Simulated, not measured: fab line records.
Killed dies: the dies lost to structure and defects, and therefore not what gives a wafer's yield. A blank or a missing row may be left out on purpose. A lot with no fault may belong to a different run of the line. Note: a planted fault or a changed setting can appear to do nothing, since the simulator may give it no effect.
The tool behind it: which one? ; flow n5-finfet ; 15 lots, 42 wafers sampled, at 4 steps of a route of 1938

WHAT THE GAUGES READ, wafer by wafer
N5_FIN_SAQP_CD_MEAS_27 targets a cd of 20 nm. Usual: cd-nm at 20.28 nm, with a standard deviation of 0.23.
lot;measured;on;cd-nm (nm);flag
L702;day 2 00:14;cd-sem-01;20.24 20.54 20.06;
L703;day 2 06:05;cd-sem-01;20.20 20.51 20.36;
L704;day 2 12:00;cd-sem-02;20.52 20.32 20.34;
L705;day 2 17:38;cd-sem-01;20.79 20.65 20.05;
L706;day 2 23:55;cd-sem-02;19.96 20.17 20.32;
L707;day 3 06:04;cd-sem-02;20.13 20.53 20.20;
L708;day 3 12:09;cd-sem-03;20.48 20.05 20.16;
L709;day 3 18:23;cd-sem-03;20.42 20.26 20.80;
L711;day 4 06:31;cd-sem-01;20.07 20.53 20.19;
L716;day 5 13:35;cd-sem-01;14.06 20.05;OFF
L718;day 6 00:48;cd-sem-03;13.29 20.22;OFF
L719;day 6 05:46;cd-sem-03;13.54 19.82;OFF
L721;day 6 19:44;cd-sem-02;20.54 20.54 20.25;
L722;day 7 00:40;cd-sem-01;20.36 19.97 20.44;
L724;day 7 14:38;cd-sem-01;20.10 20.76 20.46;

WHAT TOOL EACH LOT RAN ON (gives the tool, then ch and the chambers of the sampled wafers, and finally the start)
lot;N5_FIN_SAQP_PECVD_48;N5_FIN_SAQP_SPACER1_ALD_24;N5_FIN_SAQP_MANDREL1_REMOVE_56
L702;pecvd-01 ch 0,1, day 1 21:13;ald-sin-01 ch 0,2, day 1 23:19;rie-si-04 ch 0,1,2, day 2 00:08
L703;pecvd-01 ch 0,1, day 2 03:13;ald-sin-04 ch 0,2, day 2 05:11;rie-si-03 ch 0,2,3, day 2 05:59
L704;pecvd-01 ch 0,1, day 2 08:52;ald-sin-01 ch 1,3, day 2 10:53;rie-si-03 ch 0,2,3, day 2 11:53
L705;pecvd-04 ch 0,1,2, day 2 14:50;ald-sin-02 ch 0,1,3, day 2 16:43;rie-si-03 ch 0,2,3, day 2 17:31
L706;pecvd-01 ch 0,1, day 2 21:09;ald-sin-01 ch 2,3, day 2 23:00;rie-si-03 ch 1,2, day 2 23:49
L707;pecvd-01 ch 0,1,2, day 3 03:01;ald-sin-04 ch 0,1,3, day 3 04:49;rie-si-04 ch 0,3, day 3 05:57
L708;pecvd-03 ch 0,1, day 3 09:26;ald-sin-04 ch 2,3, day 3 11:14;rie-si-04 ch 0,3, day 3 12:02
L709;pecvd-03 ch 0,1,2, day 3 15:40;ald-sin-04 ch 0,2, day 3 17:28;rie-si-03 ch 1,2, day 3 18:16
L711;pecvd-04 ch 0,1, day 4 03:56;ald-sin-02 ch 0,3, day 4 05:36;rie-si-04 ch 0,2, day 4 06:25
L716;pecvd-04 ch 0,1, day 5 10:45;ald-sin-04 ch 1,2, day 5 12:40;rie-si-03 ch 1,3, day 5 13:28
L718;pecvd-04 ch 0,1, day 5 21:55;ald-sin-04 ch 0,2, day 5 23:52;rie-si-05 ch 2,3, day 6 00:41
L719;pecvd-04 ch 1, day 6 03:02;ald-sin-04 ch 0,3, day 6 04:50;rie-si-04 ch 0,2, day 6 05:38
L721;pecvd-01 ch 1,2, day 6 15:02;ald-sin-01 ch 0,2,3, day 6 18:39;rie-si-04 ch 0,1,3, day 6 19:38
L722;pecvd-03 ch 0,2, day 6 21:58;ald-sin-01 ch 0,2,3, day 6 23:45;rie-si-03 ch 0,1,3, day 7 00:34
L724;pecvd-01 ch 0,1, day 7 09:59;ald-sin-02 ch 0,2,3, day 7 13:43;rie-si-05 ch 0,3, day 7 14:32
- N5_FIN_SAQP_PECVD_48: deposits SiNx from SiH4/NH3/N2, target thk 25 nm, time 22.1 s.
- N5_FIN_SAQP_SPACER1_ALD_24: deposits SiO2, target thk 20.3 nm, pulse time 1 s, purge time 2 s.
- N5_FIN_SAQP_MANDREL1_REMOVE_56: chemistry HBr/Cl2/O2, target a-Si, stops on SiNx, bt time 10 s.

WHAT THE TOOLS THEMSELVES READ (means of the sampled wafers that have a number; where no wafer has one, the mark that the record gives instead)
N5_FIN_SAQP_PECVD_48. Usual: heater-power-w 741 W, standard deviation 58; showerhead-plenum-p-Torr 5.12 Torr, standard deviation 0.049; throttle-valve-pct 40.7 %, standard deviation 2.6.
lot;tool;heater-power-w (W);showerhead-plenum-p-Torr (Torr);throttle-valve-pct (%);flag
L702;pecvd-01;758;5.10;43.8;
L703;pecvd-01;698;5.10;43.8;
L704;pecvd-01;730;5.10;41.7;
L705;pecvd-04;732;5.13;39.7;
L706;pecvd-01;759;5.10;43.7;
L707;pecvd-01;734;5.13;40.8;
L708;pecvd-03;762;5.10;39.6;
L709;pecvd-03;754;5.08;40.4;
L711;pecvd-04;661;5.16;39.1;
L716;pecvd-04;738;5.17;39.4;
L718;pecvd-04;730;5.17;39.5;
L719;pecvd-04;722;5.14;37.8;
L721;pecvd-01;727;5.13;43.0;
L722;pecvd-03;685;5.07;41.8;
L724;pecvd-01;702;5.11;42.0;

N5_FIN_SAQP_SPACER1_ALD_24. Usual: heater-power-w 470 W, standard deviation 49; precursor-pulse-height-rel 1.002, standard deviation 0.021.
lot;tool;heater-power-w (W);precursor-pulse-height-rel;flag
L702;ald-sin-01;498;1.010;
L703;ald-sin-04;450;1.019;
L704;ald-sin-01;488;0.985;
L705;ald-sin-02;443;1.002;
L706;ald-sin-01;567;1.010;
L707;ald-sin-04;466;0.996;
L708;ald-sin-04;502;0.990;
L709;ald-sin-04;449;0.988;
L711;ald-sin-02;431;1.011;
L716;ald-sin-04;494;1.017;
L718;ald-sin-04;448;1.002;
L719;ald-sin-04;452;0.982;
L721;ald-sin-01;524;1.009;
L722;ald-sin-01;525;1.017;
L724;ald-sin-02;437;1.003;

N5_FIN_SAQP_MANDREL1_REMOVE_56. Usual: HBr_flow_sccm 150.0 sccm, standard deviation 0.43; drypump-motor-current-A 5.6 A, standard deviation 0.36; oes-product-au 1.003 a.u., standard deviation 0.019; throttle-valve-pct 36.65 %, standard deviation 0.19.
lot;tool;HBr_flow_sccm (sccm);drypump-motor-current-A (A);oes-product-au (a.u.);throttle-valve-pct (%);flag
L702;rie-si-04;149.7;5.7;1.020;36.57;
L703;rie-si-03;150.7;5.3;1.009;36.49;
L704;rie-si-03;150.3;5.3;1.005;36.50;
L705;rie-si-03;150.1;5.3;1.000;36.50;
L706;rie-si-03;149.8;5.9;1.002;36.54;
L707;rie-si-04;149.8;5.8;0.999;36.67;
L708;rie-si-04;150.2;5.8;0.985;36.68;
L709;rie-si-03;149.4;5.8;0.995;36.67;
L711;rie-si-04;149.8;5.5;1.004;36.58;
L716;rie-si-03;150.1;5.2;0.987;36.48;
L718;rie-si-05;149.5;5.4;1.002;36.91;
L719;rie-si-04;150.1;5.6;1.010;36.61;
L721;rie-si-04;150.1;5.8;1.007;36.62;
L722;rie-si-03;149.9;5.2;0.989;36.52;
L724;rie-si-05;150.5;5.3;1.000;36.96;

THE ANSWER, worked out from the rows above alone
Rule: lot off if the mean of its wafers having a number is beyond 3 standard deviations from the usual mean. Also off: a lot with no number at a reading for which 4 or more lots have one. Any other lot the step has rows for is counted as sound. The gauges are gone through in route order, then the tools' own readings, and for those a lot's mean is taken as printed above. The first step at which some lot is off is used, and at that step the reading that is off furthest; a lot without a number counts as furthest.
Off at N5_FIN_SAQP_CD_MEAS_27 (cd-nm): L716, L718, L719.
A tool fits if, at a process step before that reading, it ran every lot that is off, and no sound lot after the first of them. Gauges at N5_FIN_SAQP_CD_MEAS_27: tried the same way as those tools. This does not decide it: 2 tools fit, namely pecvd-04 at N5_FIN_SAQP_PECVD_48 and ald-sin-04 at N5_FIN_SAQP_SPACER1_ALD_24.

WHAT THE SIMULATOR HAD PUT IN
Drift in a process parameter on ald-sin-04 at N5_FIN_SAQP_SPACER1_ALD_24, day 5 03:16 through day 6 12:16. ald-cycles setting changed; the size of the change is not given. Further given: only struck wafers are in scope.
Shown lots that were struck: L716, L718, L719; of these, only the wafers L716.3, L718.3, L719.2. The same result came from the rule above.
